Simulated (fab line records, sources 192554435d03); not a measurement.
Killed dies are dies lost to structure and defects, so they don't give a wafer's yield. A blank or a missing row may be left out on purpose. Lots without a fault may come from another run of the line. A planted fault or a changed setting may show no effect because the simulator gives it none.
A struck lot beside a sound one | flow n5_finfet | 15 steps out of a route of 1938
Sound: wafers L927.2, L927.3, L927.6. Struck: wafer L930.5. (L930.3 of the same lot was not struck and is left out.) The cause comes at the end.
At each step with rows: each side's tool, then ch and its chambers, then its first start. Under that, the readings that differ: sound wafers | struck wafers | difference of the means | sigmas: that difference in standard deviations of wafers without a fault.
alike: readings whose means differ by less than 2 such deviations, and words and numbers that are the same on both sides. not compared: withheld readings, readings that some wafer has no value for, bounds like >300 that may hide the same value, and numbers for which the record gives no deviation and whose values overlap.
The two part at a step that has a row with sigmas, a row that says differs or no value, or rows on one side only. Numbers that don't overlap but have no deviation are shown without sigmas and don't part them. A reading that every wafer of one side lacks parts them only if that side has two wafers or more.

first, 2 steps without rows for these wafers: N5_DUMMY_GATE_DESCUM_20 (chemistry O2, time 6.2 s); N5_DUMMY_GATE_ETCH_29 (etches underlayer in N2/H2, target depth 13 nm).
N5_DUMMY_GATE_ETCH_36: etches SiARC in CF4, target depth 13 nm.
  sound on rie_diel-02 ch 1,2,3, day 4 15:10; struck on rie_diel-04 ch 1, day 5 14:40
  reading               | sound          | struck | difference | sigmas
  oes_product_au (a.u.) | 0.68 0.73 0.77 | 0.94   | +0.21      | +2
  alike: cf4_flow_sccm, drypump_motor_current_A, rf_fwd_power_W, rf_vpp_V, showerhead_plenum_p_Torr, throttle_valve_pct
  not compared: rf_hours_counter_h
then, 3 steps without rows for these wafers: N5_DUMMY_GATE_ETCH_37 (etches SOC in N2/H2, target depth 60 nm, overetch 30 nm); N5_DUMMY_GATE_STRIP_38 (strips in N2/H2); N5_DUMMY_GATE_STRIP_39 (strips in N2/H2).
N5_DUMMY_GATE_TRIM_49: chemistry O2, time 29 s, target cd 14 nm.
  sound on rie_si-04 ch 1,2, day 4 15:17; struck on rie_si-04 ch 2, day 5 14:47
  alike: drypump_motor_current_A, oes_product_au, rf_fwd_power_W, throttle_valve_pct
  not compared: rf_hours_counter_h
N5_DUMMY_GATE_STRIP_40: strips in CF4.
  sound on rie_diel-04 ch 1,2,3, day 4 15:23; struck on rie_diel-04 ch 1, day 5 15:03
  alike: cf4_flow_sccm, drypump_motor_current_A, oes_product_au, rf_fwd_power_W, rf_vpp_V, showerhead_plenum_p_Torr, throttle_valve_pct
  not compared: rf_hours_counter_h
N5_DUMMY_GATE_CD_MEAS_50: target cd 14 nm.
  sound on cd_sem-02, day 4 15:26; struck on cd_sem-03, day 5 15:06
  alike: cd_nm
then, 2 steps without rows for these wafers: N5_DUMMY_GATE_ETCH_31 (etches SiO2 in C4F6/O2, target depth 82.5 nm, time 27.5 s); N5_DUMMY_GATE_STRIP_41 (strips in O2).
N5_DUMMY_GATE_HM_OPEN_21: chemistry CH3F/O2, target SiNx, target depth 120 nm, time 171.4 s.
  sound on rie_diel-04 ch 0,1,2, day 4 15:34; struck on rie_diel-02 ch 1, day 5 15:14
  alike: drypump_motor_current_A, oes_product_au, rf_fwd_power_W, rf_vpp_V, showerhead_plenum_p_Torr, throttle_valve_pct
  not compared: rf_hours_counter_h
N5_DUMMY_GATE_ETCH_32: etches SiO2 in CF4, target depth 3.5 nm, time 3.9 s.
  sound on rie_si-06 ch 0,2,3, day 4 15:44; struck on rie_si-06 ch 3, day 5 15:23
  reading                  | sound             | struck | difference | sigmas
  model.etch.depth_nm (nm) | 3.406 3.478 3.618 | 3.791  | +0.290     |
  alike: cf4_flow_sccm, drypump_motor_current_A, oes_product_au, rf_fwd_power_W, throttle_valve_pct
  not compared: rf_hours_counter_h
N5_DUMMY_GATE_ETCH_23: etches poly-Si in HBr/Cl2/O2, target depth 41 nm, time 22.3 s.
  sound on rie_si-06 ch 0,2,3, day 4 15:46; struck on rie_si-06 ch 3, day 5 15:25
  reading            | sound       | struck | difference | sigmas
  rf_fwd_power_W (W) | 792 791 790 | 799    | +8         | +2
  alike: drypump_motor_current_A, mfc_cl2_sccm, oes_product_au, throttle_valve_pct
  not compared: rf_hours_counter_h
-- the record jumps here: 5 days lie between the struck wafers' starts before and after (it left off in module DUMMY_GATE and takes up again in module BEOL_M4, whose first step shown is number 1111 of the route) --
N5_BEOL_M4_RC_MEAS_101:
  sound on prober-02 ch 0, day 9 13:32; struck on prober-02 ch 0, day 10 14:26
  reading       | sound       | struck | difference | sigmas
  ION_P (uA/um) | 468 455 465 | 482    | +19        | +2
  alike: DIBL_N, DIBL_P, IOFF_N, IOFF_P, ION_N, SS_N, SS_P, VT_N, VT_P

WHERE THEY PART
First at N5_DUMMY_GATE_ETCH_36; last, within this record, at N5_BEOL_M4_RC_MEAS_101.

WHY: what the simulator had put in
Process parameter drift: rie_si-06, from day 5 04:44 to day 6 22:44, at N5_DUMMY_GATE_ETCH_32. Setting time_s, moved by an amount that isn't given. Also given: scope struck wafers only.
